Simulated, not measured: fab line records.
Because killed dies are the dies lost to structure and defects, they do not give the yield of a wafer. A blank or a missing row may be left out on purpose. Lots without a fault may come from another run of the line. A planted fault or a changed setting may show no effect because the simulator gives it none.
Which tool was responsible? ; flow nand-harc ; 12 lots, 36 wafers sampled, at 5 steps of a route of 1302

## WHAT EACH GAUGE READ, for each wafer
NHARC_P_STI_OCD_MEAS_43. Usual: trench-depth-nm 301 nm, standard deviation 3.9; trench-foot-cd-nm 157.3 nm, standard deviation 2.2.
lot;measured;on;trench-depth-nm (nm);trench-foot-cd-nm (nm);flag
L531;day 3 06:40;ocd-02;305 293 299;160.0 159.2 157.9;
L532;day 3 16:21;ocd-01;292 307 304;160.8 157.0 160.3;
L534;day 4 13:09;ocd-01;295 305 305;162.3 160.6 155.9;
L535;day 4 21:51;ocd-02;305 307 306;158.5 156.9 157.5;
L540;day 7 05:36;ocd-01;300 302 302;159.7 157.0 155.1;
L541;day 7 11:31;ocd-01;300 298 299;156.7 157.9 156.8;
L542;day 7 21:05;ocd-01;296 299 299;160.8 159.5 159.0;
L543;day 8 08:24;ocd-02;300 299 303;157.0 158.7 157.2;
L545;day 9 05:26;ocd-02;296 301 296;157.4 154.3 159.5;
L546;day 9 12:31;ocd-01;303 295 292;154.3 160.1 159.0;
L550;day 11 04:20;ocd-02;303 300 300;152.9 158.2 158.1;
L553;day 12 12:59;ocd-01;308 300 303;159.9 158.5 155.6;

NHARC_END_SORT_01. Usual: killed-at-array 55, standard deviation 20; killed-at-other 1.1, standard deviation 1.2; killed-at-periphery 3.8, standard deviation 2.8; killed-dies 60, standard deviation 19; killed-open 3.4, standard deviation 1.9; killed-short 2.2, standard deviation 1.5.
lot;measured;on;killed-at-array;killed-at-other;killed-at-periphery;killed-dies;killed-open;killed-short;flag
L545;day 32 13:15;prober-02;78 75 79;0 0 0;4 6 0;82 81 79;4 3 1;1 0 0;
L550;day 32 08:41;prober-01;67;1;7;75;5;2;

## EACH LOT AND THE TOOL THAT RAN IT (in order: tool; ch and the chambers of the sampled wafers; start)
lot;NHARC_P_GATE_DEP_103;NHARC_P_GATE_ETCH_104;NHARC_P_GATE_STRIP_108
L531;pecvd-02 ch 0,1,2, day 5 11:00;rie-diel-07 ch 0,1, day 5 11:57;rie-diel-08 ch 1,2,3, day 5 12:29
L532;pecvd-04 ch 1,2, day 5 14:32;rie-diel-08 ch 1,2,3, day 5 15:22;rie-diel-08 ch 2,3, day 5 15:59
L534;pecvd-02 ch 1,2, day 6 15:15;rie-diel-07 ch 0,2, day 6 16:12;rie-diel-08 ch 0,1,2, day 6 16:44
L535;pecvd-02 ch 0,1, day 6 23:11;rie-diel-11 ch 0,2,3, day 7 00:08;rie-diel-11 ch 0,3, day 7 00:41
L540;pecvd-02 ch 0,1,2, day 9 08:42;rie-diel-08 ch 0,1,2, day 9 09:40;rie-diel-08 ch 0,1, day 9 10:12
L541;pecvd-02 ch 0,1,2, day 9 14:43;rie-diel-08 ch 0,2,3, day 9 15:40;rie-diel-07 ch 1,2,3, day 9 16:12
L542;pecvd-03 ch 0,1,2, day 10 01:36;rie-diel-08 ch 0,1,2, day 10 02:34;rie-diel-07 ch 2,3, day 10 03:10
L543;pecvd-03 ch 0,1, day 10 23:05;rie-diel-07 ch 1,3, day 11 00:01;rie-diel-11 ch 0,1, day 11 00:35
L545;pecvd-03 ch 0,1,2, day 11 11:14;rie-diel-08 ch 1,3, day 11 12:44;rie-diel-07 ch 0,2,3, day 11 13:17
L546;pecvd-03 ch 0,1, day 11 18:07;rie-diel-08 ch 0,1,2, day 11 18:57;rie-diel-07 ch 0,1, day 11 19:30
L550;pecvd-04 ch 0,1,2, day 13 03:09;rie-diel-08 ch 0,2,3, day 13 04:26;rie-diel-07 ch 0,2,3, day 13 04:59
L553;pecvd-02 ch 0,1,2, day 14 15:36;rie-diel-07 ch 0,1,2, day 14 16:31;rie-diel-07 ch 0,1,2, day 14 17:04
- NHARC_P_GATE_DEP_103: deposits SiON, target thk 30 nm.
- NHARC_P_GATE_ETCH_104: etches the open film in CF4/CHF3, target depth 60 nm.
- NHARC_P_GATE_STRIP_108: strips in O2.

## AS READ BY THE TOOLS THEMSELVES (means over the sampled wafers that have a number; for cases with no such wafer, the mark the record gives instead)
NHARC_P_GATE_DEP_103. Usual: heater-power-w at 748 W, with a standard deviation of 120.
lot;tool;heater-power-w (W);flag
L531;pecvd-02;702;
L532;pecvd-04;619;
L534;pecvd-02;682;
L535;pecvd-02;712;
L540;pecvd-02;760;
L541;pecvd-02;756;
L542;pecvd-03;781;
L543;pecvd-03;747;
L545;pecvd-03;780;
L546;pecvd-03;765;
L550;pecvd-04;714;
L553;pecvd-02;736;

NHARC_P_GATE_ETCH_104. Usual: bias-w 200.0 W, standard deviation 0.59; drypump-motor-current-A 6.0 A, standard deviation 0.57; oes-product-au 0.954 a.u., standard deviation 0.024; rf-vpp-V 371.6 V, standard deviation 2.3; showerhead-plenum-p-Torr 1.61 Torr, standard deviation 0.06; throttle-valve-pct 16.803 %, standard deviation 0.0087.
lot;tool;bias-w (W);drypump-motor-current-A (A);oes-product-au (a.u.);rf-vpp-V (V);showerhead-plenum-p-Torr (Torr);throttle-valve-pct (%);flag
L531;rie-diel-07;200.5;6.2;0.968;373.0;1.63;16.801;
L532;rie-diel-08;200.1;5.8;0.963;372.2;1.64;16.805;
L534;rie-diel-07;199.1;5.4;0.972;369.6;1.56;16.799;
L535;rie-diel-11;200.1;6.2;0.923;370.1;1.58;16.798;
L540;rie-diel-08;199.7;6.1;0.969;372.7;1.66;16.805;
L541;rie-diel-08;200.5;5.9;0.968;373.2;1.63;16.798;
L542;rie-diel-08;199.8;6.1;0.925;373.2;1.66;16.802;
L543;rie-diel-07;201.2;6.1;0.958;372.4;1.62;16.803;
L545;rie-diel-08;199.7;5.2;0.928;370.3;1.60;16.804;
L546;rie-diel-08;200.0;6.1;0.971;373.4;1.66;16.811;
L550;rie-diel-08;200.1;5.9;0.986;372.7;1.63;16.803;
L553;rie-diel-07;199.8;5.8;0.934;370.9;1.59;16.792;

NHARC_P_GATE_STRIP_108. Usual: drypump-motor-current-A 5.9 A, standard deviation 0.54; o2-flow-sccm 500.0 sccm, standard deviation 1.4; oes-product-au 0.999 a.u., standard deviation 0.0083; rf-vpp-V 58.0 V, standard deviation 0.87; showerhead-plenum-p-Torr 3.59 Torr, standard deviation 0.15; throttle-valve-pct 17.037 %, standard deviation 0.01.
lot;tool;drypump-motor-current-A (A);o2-flow-sccm (sccm);oes-product-au (a.u.);rf-vpp-V (V);showerhead-plenum-p-Torr (Torr);throttle-valve-pct (%);flag
L531;rie-diel-08;5.8;500.3;0.998;57.6;3.66;17.034;
L532;rie-diel-08;6.2;500.2;1.004;58.5;3.69;17.030;
L534;rie-diel-08;6.1;500.1;1.003;58.4;3.72;17.033;
L535;rie-diel-11;5.9;498.4;0.993;58.3;3.49;17.030;
L540;rie-diel-08;5.7;498.8;1.005;57.7;3.70;17.039;
L541;rie-diel-07;5.7;500.3;1.001;57.5;3.55;17.040;
L542;rie-diel-07;5.5;498.4;1.010;58.5;3.40;17.038;
L543;rie-diel-11;6.0;499.7;0.997;57.9;3.57;17.033;
L545;rie-diel-07;5.6;500.1;0.993;56.9;3.43;17.030;
L546;rie-diel-07;6.1;499.8;0.992;57.9;3.54;17.045;
L550;rie-diel-07;5.6;501.2;0.999;57.6;3.43;17.034;
L553;rie-diel-07;5.8;500.6;0.996;57.6;3.57;17.048;

## THE ANSWER, worked out from the rows above alone
Rule: a lot counts as off when the mean over its wafers that have a number is more than 3 standard deviations away from the usual mean. A lot without any number at a reading at which 4 lots or more have one is off too. Where the step has rows for the other lots, those lots are counted as sound. The gauges are gone through in route order, then the tools' own readings, and for those a lot's mean is taken as printed above. The first step at which some lot is off is used, and at that step the reading that is off furthest; a lot without a number counts as furthest.
No lot is off at any reading shown: from this, nothing can be told.

## WHAT THE SIMULATOR HAD INSERTED
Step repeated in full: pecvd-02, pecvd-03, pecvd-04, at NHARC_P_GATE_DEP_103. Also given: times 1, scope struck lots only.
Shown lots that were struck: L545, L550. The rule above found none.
